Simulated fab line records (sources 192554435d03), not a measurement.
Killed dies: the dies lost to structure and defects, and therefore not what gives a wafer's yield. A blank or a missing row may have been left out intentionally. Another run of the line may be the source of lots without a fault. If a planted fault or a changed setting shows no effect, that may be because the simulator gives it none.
One fault seen from 3 desks + flow n5 finfet + each desk has only its own numbers; what lay behind them comes last

== FROM THE METROLOGY DESK ==
Means of the sampled wafers that have a number, per lot and without regard to the tool the lot ran on: this is what the gauges read. A lot is out of limits, marked OUT, if its mean lies more than 4 standard deviations from the usual mean; the brackets give that distance.
Columns: A = cd nm at N5_PASSIVATION_CD_MEAS_10, usual 3001.3 nm; B = TV_OVL at N5_PASSIVATION_OVL_MEAS_60, usual 1 nm
| lot  | first seen here | A      | B   |
|------|-----------------|--------|-----|
| L504 | day 12 15:37    | 3000.4 | -13 |
| L507 | day 13 14:50    | 2998.4 | -2  |
| L513 | day 14 16:17    | 3002.8 | -2  |
| L520 | day 16 16:30    | 3002.9 | 4   |
| L523 | day 17 20:04    | 3002.3 | -3  |
| L524 | day 18 00:35    | 3002.4 | 6   |
This desk found nothing out of limits on any of the 6 lots.

== THE DEFECT DESK ==
Counts from the inspections along the route, per lot, as means over the sampled wafers that have a number. A lot is out of limits, marked OUT, if its mean lies more than 4 standard deviations from the usual mean; the brackets give that distance.
Columns: A = raw defect count at N5_PASSIVATION_INSPECT_61, usual 2.1
| lot  | first seen here | A   |
|------|-----------------|-----|
| L504 | day 12 15:41    | 1.0 |
| L507 | day 13 14:53    | 2.0 |
| L513 | day 14 16:20    | 1.5 |
| L520 | day 16 16:33    | 1.7 |
| L523 | day 17 20:07    | 2.0 |
| L524 | day 18 00:38    | 3.0 |
This desk found nothing out of limits on any of the 6 lots.

== FOR THE TOOL OWNER'S DESK: rie diel-03 ==
The tool's own readings at N5_PASSIVATION_ETCH_15 (etches SiCN in CF4/N2, target depth 75 nm, time 81.2 s): means of the sampled wafers that have a number, for each lot that ran on this tool. A lot is out of limits, marked OUT, if its mean lies more than 4 standard deviations from the usual mean; the brackets give that distance.
Columns: A = drypump motor current A at N5_PASSIVATION_ETCH_15, usual 5.9 A; B = n2 flow sccm at N5_PASSIVATION_ETCH_15, usual 59.96 sccm; C = oes product au at N5_PASSIVATION_ETCH_15, usual 0.82 a.u.; D = rf vpp V at N5_PASSIVATION_ETCH_15, usual 382.3 V; E = showerhead plenum p Torr at N5_PASSIVATION_ETCH_15, usual 2.20 Torr; F = throttle valve pct at N5_PASSIVATION_ETCH_15, usual 15.40 %
| lot  | first seen here | A   | B     | C    | D     | E    | F     |
|------|-----------------|-----|-------|------|-------|------|-------|
| L504 | day 12 16:07    | 6.2 | 60.16 | 0.72 | 384.5 | 2.28 | 15.61 |
| L507 | day 13 15:19    | 5.9 | 59.88 | 0.78 | 383.3 | 2.21 | 15.43 |
| L513 | day 14 16:52    | 6.2 | 59.77 | 0.79 | 382.7 | 2.21 | 15.57 |
This desk found nothing out of limits on any of the 3 lots.

== TAKEN TOGETHER ==
The metrology desk saw nothing out of limits.
The defect desk saw nothing out of limits.
The tool owner's desk saw nothing out of limits.

== WHAT THE SIMULATOR HAD INSERTED ==
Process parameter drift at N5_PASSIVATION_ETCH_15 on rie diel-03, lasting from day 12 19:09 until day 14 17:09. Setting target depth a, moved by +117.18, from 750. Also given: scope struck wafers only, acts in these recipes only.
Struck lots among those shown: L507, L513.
